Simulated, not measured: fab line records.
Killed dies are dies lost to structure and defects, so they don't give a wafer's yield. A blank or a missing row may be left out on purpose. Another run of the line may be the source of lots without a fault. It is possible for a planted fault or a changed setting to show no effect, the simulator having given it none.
fab line records + flow nand_harc
record:
- lots: 13
- wafers: 39
- last_day: 24
route steps=1159 shown P_BONDPAD@378 THIN_TSV@1102 END@1159
lots that met no fault: from a run of the same line without faults
start_h: start of the lot's first displayed wafer, in hours after the record's first day + wait_h: hours elapsed since this lot's preceding step + " unchanged from the row above + L1.1+2: one row covering several wafers at once + - either no value or no given start + * or withheld: withheld + < > ~ a bound
route shown NAME@n: names a module that has steps shown in the file, with the first one's number in the route + usual: the fault-free wafers' mean and standard deviation + same: alike in all rows + chamber/n: place in a boat + sites: the reading at each site + _std_site: standard deviation of those values + _edge_site: inner sites' mean taken away from outer sites' mean + radius_mm: how far each site lies from the wafer's centre + mask NAME#n: copy n + behind: the last tool/chamber to shape the wafer + hold: the reason the lot was held/the length of the hold in hours/how it ended + device: names the non-switching transistor (n, p or np) + end of line: at the end of the route, the tests of the same wafers + where a step has no rows: the recipe by itself + killed: dies lost to structure and defects at the first sort, not the wafer's yield + map: a wafer's dies, marking killed ones x, the rest . and places with no die _
set.NAME: the setting the step ran with; set.NAME@STEP: the setting that earlier step ran with + model.NAME: the simulator's own value behind a step, which no gauge read
steps of the route over a sample of lots; a table a step, a row a wafer
services: from which hour (start_h, from the record's first day; less than 0 if before it) a tool's chamber was out of use, for how many hours, and why
== steps ==
step: NHARC_P_BONDPAD_ECD_18
recipe:
- target_thk_a: 4000
- bath_temp_c: 25
- material: Cu
usual:
- bath_temp_c: 25.00/0.11
| lot.wafer | tool      | chamber | start_h | wait_h | bath_temp_c |
|-----------|-----------|---------|---------|--------|-------------|
| L792.1    | ecd_cu-02 | 1       | 142.40  | -      | 25.00       |
| L792.3    | "         | 0       | "       | "      | 25.03       |
| L792.6    | "         | 1       | "       | "      | 25.02       |
| L791.2    | ecd_cu-02 | 0       | 144.50  | -      | 25.00       |
| L791.3    | "         | 1       | "       | "      | 25.02       |
| L791.5    | "         | 0       | "       | "      | 24.95       |
| L793.2    | ecd_cu-01 | 1       | 151.85  | -      | 24.89       |
| L793.4    | "         | 0       | "       | "      | 25.08       |
| L793.3    | "         | 1       | "       | "      | 24.93       |
| L795.1    | ecd_cu-02 | 0       | 155.96  | -      | 24.88       |
| L795.4    | "         | 0       | "       | "      | 24.85       |
| L795.5    | "         | 1       | "       | "      | 25.27       |
| L794.3    | ecd_cu-01 | 1       | 156.25  | -      | 24.96       |
| L794.5    | "         | 0       | "       | "      | 25.09       |
| L794.6    | "         | 1       | "       | "      | 24.97       |
| L796.4    | ecd_cu-01 | 1       | 160.64  | -      | 25.17       |
| L796.6    | "         | 1       | "       | "      | 25.01       |
| L796.5    | "         | 0       | "       | "      | 24.93       |
| L798.2    | ecd_cu-02 | 0       | 174.19  | -      | 25.09       |
| L798.6    | "         | 0       | "       | "      | 25.03       |
| L798.5    | "         | 1       | "       | "      | 25.00       |
| L802.1    | ecd_cu-02 | 0       | 210.99  | -      | 24.90       |
| L802.3    | "         | 1       | "       | "      | 25.05       |
| L802.5    | "         | 0       | "       | "      | 24.92       |
| L808.1    | ecd_cu-01 | 1       | 229.92  | -      | 25.05       |
| L808.3    | "         | 1       | "       | "      | 25.23       |
| L808.6    | "         | 0       | "       | "      | 25.09       |
| L810.4    | ecd_cu-01 | 0       | 244.11  | -      | 25.10       |
| L810.3    | "         | 1       | "       | "      | 25.15       |
| L810.6    | "         | 1       | "       | "      | 25.06       |
| L811.1    | ecd_cu-01 | 1       | 249.84  | -      | 24.88       |
| L811.3    | "         | 1       | "       | "      | 25.06       |
| L811.6    | "         | 0       | "       | "      | 24.96       |
| L812.4    | ecd_cu-01 | 0       | 258.36  | -      | 25.03       |
| L812.6    | "         | 1       | "       | "      | 25.13       |
| L812.5    | "         | 0       | "       | "      | 24.97       |
| L814.2    | ecd_cu-02 | 1       | 264.92  | -      | 25.04       |
| L814.1    | "         | 0       | "       | "      | 25.03       |
| L814.5    | "         | 0       | "       | "      | 25.12       |
step: NHARC_THIN_TSV_CMP_01
recipe:
- target_thk_um: 3
usual:
- motor_current_A: 12.1/1.5
| lot.wafer | tool   | chamber | start_h | wait_h | motor_current_A |
|-----------|--------|---------|---------|--------|-----------------|
| L792.3    | cmp-01 | 3       | 426.37  | 0.7    | 11.4            |
| L792.1    | "      | 0       | "       | "      | 12.6            |
| L792.6    | "      | 1       | "       | "      | 10.9            |
| L791.2    | cmp-03 | 3       | 427.53  | 0.8    | 15.5            |
| L791.3    | "      | 2       | "       | "      | 13.0            |
| L791.5    | "      | 0       | "       | "      | 10.1            |
| L795.1    | cmp-04 | 3       | 428.73  | 1.0    | 11.0            |
| L795.4    | "      | 1       | "       | "      | 11.3            |
| L795.5    | "      | 0       | "       | "      | 13.3            |
| L794.3    | cmp-04 | 1       | 429.99  | 0.7    | 11.1            |
| L794.5    | "      | 3       | "       | "      | 11.2            |
| L794.6    | "      | 0       | "       | "      | 13.7            |
| L796.4    | cmp-03 | 1       | 438.79  | 0.5    | 11.0            |
| L796.5    | "      | 0       | "       | "      | 10.6            |
| L796.6    | "      | 1       | "       | "      | 11.4            |
| L793.3    | cmp-04 | 2       | 439.98  | 0.6    | 14.2            |
| L793.4    | "      | 3       | "       | "      | 10.9            |
| L793.2    | "      | 0       | "       | "      | 13.1            |
| L798.2    | cmp-04 | 3       | 465.32  | 0.8    | 11.5            |
| L798.6    | "      | 3       | "       | "      | 11.0            |
| L798.5    | "      | 0       | "       | "      | 12.9            |
| L802.1    | cmp-03 | 2       | 490.97  | 1.0    | 12.2            |
| L802.3    | "      | 3       | "       | "      | 15.9            |
| L802.5    | "      | 3       | "       | "      | 15.3            |
| L808.1    | cmp-03 | 0       | 522.94  | 1.1    | 10.5            |
| L808.3    | "      | 1       | "       | "      | 11.2            |
| L808.6    | "      | 0       | "       | "      | 10.5            |
| L810.4    | cmp-01 | 2       | 530.54  | 0.5    | 11.2            |
| L810.3    | "      | 3       | "       | "      | 10.8            |
| L810.6    | "      | 0       | "       | "      | 12.3            |
| L811.1    | cmp-04 | 3       | 531.74  | 1.1    | 11.2            |
| L811.3    | "      | 0       | "       | "      | 13.5            |
| L811.6    | "      | 3       | "       | "      | 11.0            |
| L812.4    | cmp-01 | 1       | 544.29  | 0.5    | 11.7            |
| L812.6    | "      | 0       | "       | "      | 13.0            |
| L812.5    | "      | 1       | "       | "      | 11.3            |
| L814.2    | cmp-01 | 3       | 557.78  | 0.8    | 11.4            |
| L814.1    | "      | 2       | "       | "      | 10.0            |
| L814.5    | "      | 0       | "       | "      | 12.8            |
step: NHARC_THIN_TSV_DEGAS_49
recipe:
- temp_c: 300
- time_s: 120
usual:
- heater_power_w: 431/43
| lot.wafer | tool           | chamber | start_h | wait_h | heater_power_w |
|-----------|----------------|---------|---------|--------|----------------|
| L792.1    | pvd_sputter-02 | -       | 430.43  | 0.1    | 441            |
| L792.3    | "              | -       | "       | "      | 389            |
| L792.6    | "              | -       | "       | "      | 450            |
| L791.2    | pvd_sputter-01 | -       | 431.92  | 0.1    | 381            |
| L791.3    | "              | -       | "       | "      | 396            |
| L791.5    | "              | -       | "       | "      | 405            |
| L795.1    | pvd_sputter-03 | -       | 432.76  | 0.1    | 452            |
| L795.4    | "              | -       | "       | "      | 406            |
| L795.5    | "              | -       | "       | "      | 465            |
| L794.3    | pvd_sputter-02 | -       | 434.22  | 0.1    | 415            |
| L794.6    | "              | -       | "       | "      | 445            |
| L794.5    | "              | -       | "       | "      | 399            |
| L796.4    | pvd_sputter-03 | -       | 442.88  | 0.1    | 470            |
| L796.5    | "              | -       | "       | "      | 475            |
| L796.6    | "              | -       | "       | "      | 450            |
| L793.3    | pvd_sputter-01 | -       | 443.91  | 0.1    | 372            |
| L793.2    | "              | -       | "       | "      | 401            |
| L793.4    | "              | -       | "       | "      | 413            |
| L798.2    | pvd_sputter-02 | -       | 469.46  | 0.2    | 407            |
| L798.5    | "              | -       | "       | "      | 448            |
| L798.6    | "              | -       | "       | "      | 388            |
| L802.1    | pvd_sputter-03 | -       | 494.95  | 0.2    | 416            |
| L802.3    | "              | -       | "       | "      | 475            |
| L802.5    | "              | -       | "       | "      | 430            |
| L808.3    | pvd_sputter-02 | -       | 527.07  | 0.1    | 444            |
| L808.1    | "              | -       | "       | "      | 441            |
| L808.6    | "              | -       | "       | "      | 408            |
| L810.3    | pvd_sputter-02 | -       | 534.74  | 0.1    | 409            |
| L810.4    | "              | -       | "       | "      | 449            |
| L810.6    | "              | -       | "       | "      | 455            |
| L811.3    | pvd_sputter-01 | -       | 535.80  | 0.1    | 560            |
| L811.1    | "              | -       | "       | "      | 397            |
| L811.6    | "              | -       | "       | "      | 384            |
| L812.4    | pvd_sputter-02 | -       | 548.30  | 0.1    | 385            |
| L812.5    | "              | -       | "       | "      | 403            |
| L812.6    | "              | -       | "       | "      | 437            |
| L814.1    | pvd_sputter-01 | -       | 562.08  | 0.1    | 380            |
| L814.2    | "              | -       | "       | "      | 581            |
| L814.5    | "              | -       | "       | "      | 371            |
step: NHARC_END_SORT_01
recipe:
- temp_c: 25
usual:
- defect_limited_yield: 95.1/1.5
- killed_at_array: 29/10
- killed_at_other: 0.7/1
- killed_at_periphery: 3.7/2.6
- killed_dies: 33/10
- killed_open: 3.4/1.8
- killed_short: 1.8/1.3
- sort_bin_2_pct: 1.5/0.64
- sort_bin_3_pct: 0.29/0.24
- sort_bin_4_pct: 3.1/0.95
- sort_n_pass: 644/10
- sort_rim_yield_pct: 96.9/2.6
- sort_yield_pct: 95.1/1.5
same:
- gross_dies: 677
- sort_bin_5_pct[%]: 0
- sort_bin_6_pct[%]: 0
- sort_bin_7_pct[%]: 0
- sort_bin_8_pct[%]: 0
- sort_rim_n_gross: 106.00
| lot.wafer | tool      | chamber | start_h | wait_h | defect_limited_yield[%] | killed_at_array | killed_at_other | killed_at_periphery | killed_dies | killed_open | killed_short | sort_bin_2_pct[%] | sort_bin_3_pct[%] | sort_bin_4_pct[%] | sort_n_pass | sort_rim_yield_pct[%] | sort_yield_pct[%] |
|-----------|-----------|---------|---------|--------|-------------------------|-----------------|-----------------|---------------------|-------------|-------------|--------------|-------------------|-------------------|-------------------|-------------|-----------------------|-------------------|
| L798.2    | prober-02 | 0       | 484.72  | 2.8    | 35.9                    | 12              | 0               | 422                 | 434         | 2           | 0            | 25.0              | 5.17              | 34.0              | 243         | 28.3                  | 35.9              |
| L798.5    | prober-02 | 0       | 487.15  | 3.7    | 36.2                    | 10              | 0               | 422                 | 432         | 1           | 0            | 25.1              | 5.02              | 33.7              | 245         | 32.1                  | 36.2              |
| L798.6    | prober-02 | 0       | 487.95  | 4.0    | 30.7                    | 17              | 0               | 452                 | 469         | 4           | 1            | 23.3              | 6.79              | 39.1              | 208         | 31.1                  | 30.7              |
| L802.1    | prober-02 | 0       | 507.95  | 2.5    | 33.7                    | 17              | 3               | 429                 | 449         | 2           | 0            | 26.3              | 5.76              | 34.3              | 228         | 32.1                  | 33.7              |
| L802.3    | prober-02 | 0       | 509.55  | 3.1    | 31.0                    | 18              | 1               | 448                 | 467         | 3           | 1            | 24.4              | 6.35              | 38.3              | 210         | 30.2                  | 31.0              |
| L802.5    | prober-02 | 0       | 511.14  | 3.7    | 31.5                    | 16              | 0               | 448                 | 464         | 3           | 2            | 28.2              | 5.91              | 34.4              | 213         | 34.0                  | 31.5              |
| L808.1    | prober-02 | 0       | 543.72  | 2.5    | 92.6                    | 46              | 3               | 1                   | 50          | 5           | 1            | 3.2               | 0.30              | 3.8               | 627         | 89.6                  | 92.6              |
| L808.3    | prober-02 | 0       | 545.30  | 3.1    | 92.0                    | 51              | 1               | 2                   | 54          | 2           | 1            | 2.8               | 0.59              | 4.6               | 623         | 92.5                  | 92.0              |
| L808.6    | prober-02 | 0       | 547.67  | 4.0    | 91.3                    | 56              | 2               | 1                   | 59          | 2           | 1            | 2.7               | 0.59              | 5.5               | 618         | 96.2                  | 91.3              |
| L810.3    | prober-02 | 0       | 553.09  | 3.1    | 96.6                    | 20              | 0               | 3                   | 23          | 3           | 2            | 1.3               | 0                 | 2.1               | 654         | 100.0                 | 96.6              |
| L810.4    | prober-02 | 0       | 553.89  | 3.4    | 95.6                    | 24              | 0               | 6                   | 30          | 4           | 2            | 2.1               | 0.15              | 2.2               | 647         | 96.2                  | 95.6              |
| L810.6    | prober-02 | 0       | 555.49  | 4.0    | 96.2                    | 24              | 0               | 2                   | 26          | 3           | 2            | 1.3               | 0.15              | 2.4               | 651         | 100.0                 | 96.2              |
killed by level:class
L798.2 P_BONDPAD:unspecified=418 A_CHANNEL_HOLE_D1:chamber_film_flake=7 A_STAIRCASE:chamber_film_flake=3 P_STI:chamber_film_flake=2 A_SOURCE_PLATE:geometric_particle:open=1 A_CONTACT:geometric_particle:open=1 P_ZERO_WELL:chamber_film_flake=1 P_BONDPAD:chamber_film_flake=1
L798.5 P_BONDPAD:unspecified=417 A_CHANNEL_HOLE_D1:chamber_film_flake=5 P_BONDPAD:chamber_film_flake=3 A_M1:chamber_film_flake=2 A_STAIRCASE:chamber_film_flake=2 A_CHANNEL_FILL_D1:geometric_particle:open=1 P_ZERO_WELL:chamber_film_flake=1 P_STI:chamber_film_flake=1
L798.6 P_BONDPAD:unspecified=447 A_CHANNEL_HOLE_D1:chamber_film_flake=9 P_BONDPAD:chamber_film_flake=5 A_WL_FILL:geometric_particle:open=2 A_CONTACT:chamber_film_flake=2 A_CHANNEL_FILL_D1:geometric_particle:open=1 A_CONTACT:geometric_particle:open=1 A_M0:geometric_particle:short=1
L802.1 P_BONDPAD:unspecified=427 A_SLIT:chamber_film_flake=8 A_CHANNEL_HOLE_D1:chamber_film_flake=5 A_CONTACT:chamber_film_flake=3 P_M2:chamber_film_flake=2 THIN_TSV:chamber_film_flake=2 A_SGD_CUT:geometric_particle:open=1 STARTING-WAFER:geometric_particle:open=1
L802.3 P_BONDPAD:unspecified=445 A_SLIT:chamber_film_flake=8 A_CHANNEL_HOLE_D1:chamber_film_flake=4 P_M2:chamber_film_flake=2 A_STAIRCASE:chamber_film_flake=2 P_CONTACT:geometric_particle:open=1 A_CHANNEL_FILL_D1:geometric_particle:open=1 A_WL_FILL:geometric_particle:short=1
L802.5 P_BONDPAD:unspecified=447 A_SLIT:chamber_film_flake=8 P_CONTACT:geometric_particle:short=1 A_SOURCE_PLATE:geometric_particle:open=1 A_ONON_D1:geometric_particle:short=1 A_CHANNEL_HOLE_D1:geometric_particle:open=1 A_M0:geometric_particle:open=1 A_CONTACT:chamber_film_flake=1
L808.1 A_CHANNEL_HOLE_D1:chamber_film_flake=17 A_SLIT:chamber_film_flake=13 A_CONTACT:chamber_film_flake=6 A_STAIRCASE:chamber_film_flake=5 STARTING-WAFER:geometric_particle:open=3 A_SGD_CUT:chamber_film_flake=2 P_M2:geometric_particle:short=1 A_WL_FILL:geometric_particle:open=1
L808.3 A_CHANNEL_HOLE_D1:chamber_film_flake=21 A_SLIT:chamber_film_flake=14 A_CONTACT:chamber_film_flake=6 A_SGD_CUT:chamber_film_flake=5 P_M2:geometric_particle:short=1 A_ONON_D1:geometric_particle:open=1 A_WL_FILL:geometric_particle:open=1 P_CONTACT:chamber_film_flake=1
L808.6 A_CHANNEL_HOLE_D1:chamber_film_flake=22 A_SLIT:chamber_film_flake=12 A_CONTACT:chamber_film_flake=7 A_SGD_CUT:chamber_film_flake=6 A_STAIRCASE:chamber_film_flake=5 A_WL_FILL:chamber_film_flake=2 HYBRID_BOND:latent=2 P_M0:geometric_particle:open=1
L810.3 A_CHANNEL_HOLE_D1:chamber_film_flake=7 A_CONTACT:chamber_film_flake=4 A_WL_FILL:geometric_particle:short=2 A_STAIRCASE:chamber_film_flake=2 A_WL_FILL:chamber_film_flake=2 A_STAIRCASE:geometric_particle:open=1 A_BLC:geometric_particle:open=1 A_M0:geometric_particle:open=1
L810.4 A_CHANNEL_HOLE_D1:chamber_film_flake=8 A_WL_FILL:chamber_film_flake=5 A_CONTACT:chamber_film_flake=4 P_GATE:chamber_film_flake=3 A_STAIRCASE:chamber_film_flake=2 P_CONTACT:geometric_particle:open=1 A_CHANNEL_FILL_D1:geometric_particle:short=1 A_CONTACT:geometric_particle:short=1
L810.6 A_CHANNEL_HOLE_D1:chamber_film_flake=7 A_STAIRCASE:chamber_film_flake=5 A_CONTACT:chamber_film_flake=4 A_WL_FILL:chamber_film_flake=3 A_ONON_D1:geometric_particle:short=2 A_M0:geometric_particle:open=2 A_CHANNEL_FILL_D1:geometric_particle:open=1 P_GATE:chamber_film_flake=1
== services ==
| tool           | chamber | start_h | hours | kind   |
|----------------|---------|---------|-------|--------|
| ecd_cu-01      | -       | 133.24  | 1.6   | repair |
| pvd_sputter-02 | -       | 148.48  | 3.7   | repair |
| ecd_cu-01      | -       | 162.82  | 2.4   | repair |
| cmp-04         | -       | 164.84  | 4.5   | repair |
| ecd_cu-02      | -       | 180.16  | 8.0   | pm     |
| cmp-04         | -       | 195.17  | 0.2   | repair |
| cmp-04         | -       | 203.00  | 4.0   | pm     |
| pvd_sputter-02 | -       | 214.00  | 10.0  | pm     |
| pvd_sputter-02 | -       | 241.48  | 1.1   | repair |
| cmp-04         | -       | 244.91  | 1.0   | repair |
| cmp-04         | -       | 255.27  | 0.6   | repair |
| ecd_cu-01      | -       | 272.14  | 8.0   | pm     |
| cmp-04         | -       | 301.00  | 4.0   | pm     |
| cmp-04         | -       | 308.25  | 0.3   | repair |
| cmp-04         | -       | 338.93  | 0.7   | repair |
| ecd_cu-02      | -       | 356.23  | 8.0   | pm     |
| ecd_cu-01      | -       | 372.40  | 0.6   | repair |
| pvd_sputter-02 | -       | 392.00  | 10.0  | pm     |
| cmp-04         | -       | 399.00  | 4.0   | pm     |
| cmp-04         | -       | 418.75  | 4.6   | repair |
| ecd_cu-01      | -       | 448.14  | 8.0   | pm     |
| ecd_cu-02      | -       | 465.54  | 4.0   | repair |
| ecd_cu-02      | -       | 532.23  | 8.0   | pm     |
| ecd_cu-02      | -       | 546.99  | 2.1   | repair |
== key ==
first_sign:
- step: NHARC_END_SORT_01
- reading: killed_at_periphery
- direction: up
- sigmas: 99+
- usual: 3.7
- struck: 436.8
effect:
- step: NHARC_END_SORT_01
- reading: defect_limited_yield
- direction: down
- sigmas: 41
- usual: 95.1
- struck: 33.2
more_kills_born_at:
- NHARC_P_BONDPAD_ECD_18@ecd_cu-02: 2601
met_at NHARC_P_BONDPAD_ECD_18
struck_lots L798,L802
not_acting_at NHARC_THIN_TSV_CMP_01,NHARC_THIN_TSV_DEGAS_49
onset_between 155.96 174.19
fault:
- kind: chamber_particle_source
- tool: ecd_cu-02
- chamber: -
- onset_h: 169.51
- steps: NHARC_P_BONDPAD_ECD_18
- rate_per_visit_cm2: 1.1942
- end_h: 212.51
